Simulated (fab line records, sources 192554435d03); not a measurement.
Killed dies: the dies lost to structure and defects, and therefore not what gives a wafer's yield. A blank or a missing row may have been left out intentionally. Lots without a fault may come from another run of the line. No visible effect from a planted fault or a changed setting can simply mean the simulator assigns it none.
Lot-split experiment    flow n5-finfet    on a route of 1938 steps: 7 lots, 21 wafers read

ON THE SPLIT
At N5_BEOL_M13_ETCH_59 (etches BARC in N2/H2, target depth 89 nm, overetch 26.7 nm, time 67.9 s), the setting time-s was moved away from the recipe's 67.9 s on 8 of the 21 wafers read, by -19.6% to +12.5%. The other wafers ran this setting at the recipe's value.

The reading is taken at the split's own step.

THE READING
coat_of_BEOL_M13_COAT_04.thk-nm (the simulator's own value, which no gauge read), in nm, at N5_BEOL_M13_ETCH_59 (etches BARC in N2/H2, target depth 89 nm, overetch 26.7 nm, time 67.9 s). No usual value for it is given in the file. Average 319.6 nm, standard deviation 1.6 nm, over the 13 wafers here run with the recipe.

wafer   tool, chamber at the split  time-s as run, s  against the recipe  coat_of_BEOL_M13_COAT_04.thk-nm, nm  against lot-mates on the recipe
L074.1  rie-diel-01, 2              67.9              recipe              319.4                                -
L074.3  rie-diel-01, 1              67.9              recipe              321.4                                -
L074.4  rie-diel-01, 3              67.9              recipe              319.6                                -
L077.2  rie-diel-01, 0              54.61             -19.6%              332.6                                +13.6
L077.3  rie-diel-01, 1              67.9              recipe              318.2                                -
L077.6  rie-diel-01, 0              67.9              recipe              319.8                                -
L078.1  rie-diel-06, 2              76.4              +12.5%              313                                  -4.8
L078.2  rie-diel-06, 0              76.4              +12.5%              311                                  -6.8
L078.6  rie-diel-06, 0              67.9              recipe              317.8                                -
L080.2  rie-diel-03, 1              62                -8.7%               323.2                                +4.4
L080.3  rie-diel-03, 2              62                -8.7%               326                                  +7.2
L080.5  rie-diel-03, 0              67.9              recipe              318.8                                -
L082.2  rie-diel-03, 2              67.9              recipe              322.4                                -
L082.3  rie-diel-03, 0              67.9              recipe              322                                  -
L082.5  rie-diel-03, 3              67.9              recipe              320.8                                -
L086.1  rie-diel-06, 3              75.19             +10.7%              313                                  -4.7
L086.5  rie-diel-06, 0              67.9              recipe              317                                  -
L086.6  rie-diel-06, 1              67.9              recipe              318.4                                -
L095.1  rie-diel-01, 1              67.9              recipe              318.6                                -
L095.3  rie-diel-01, 2              75.52             +11.2%              307.8                                -10.8
L095.4  rie-diel-01, 3              75.52             +11.2%              307                                  -11.6

FIT RESULTS
A straight line over all 21 wafers: coat_of_BEOL_M13_COAT_04.thk-nm changes by -0.714 nm for each +1% of time-s; r = -0.94; the points scatter about the line by 2 nm.
The same after taking each lot's own level away (the mean of its wafers on the recipe; 21 wafers): -0.671 nm for each +1%; r = -0.95; scatter 1.8 nm.
The reading moves by 13 nm for the largest change in time-s, on that fit.
Across the lots, their own levels run from 317.70 to 321.73 nm, a range of 2.5 times the standard deviation given above.
Hence the lot-to-lot level has little effect on the slope; both slopes agree.
Check: for one of the wafers moved furthest among these (-19.6%), held out of the fit, the line's prediction against its lot-mates is +12.9 nm. Against them it came out at +13.6 nm.

THE FILE'S OWN FIT
coat_of_BEOL_M13_COAT_04.thk-nm changes by -0.66 nm for each +1% of time-s, r = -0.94.
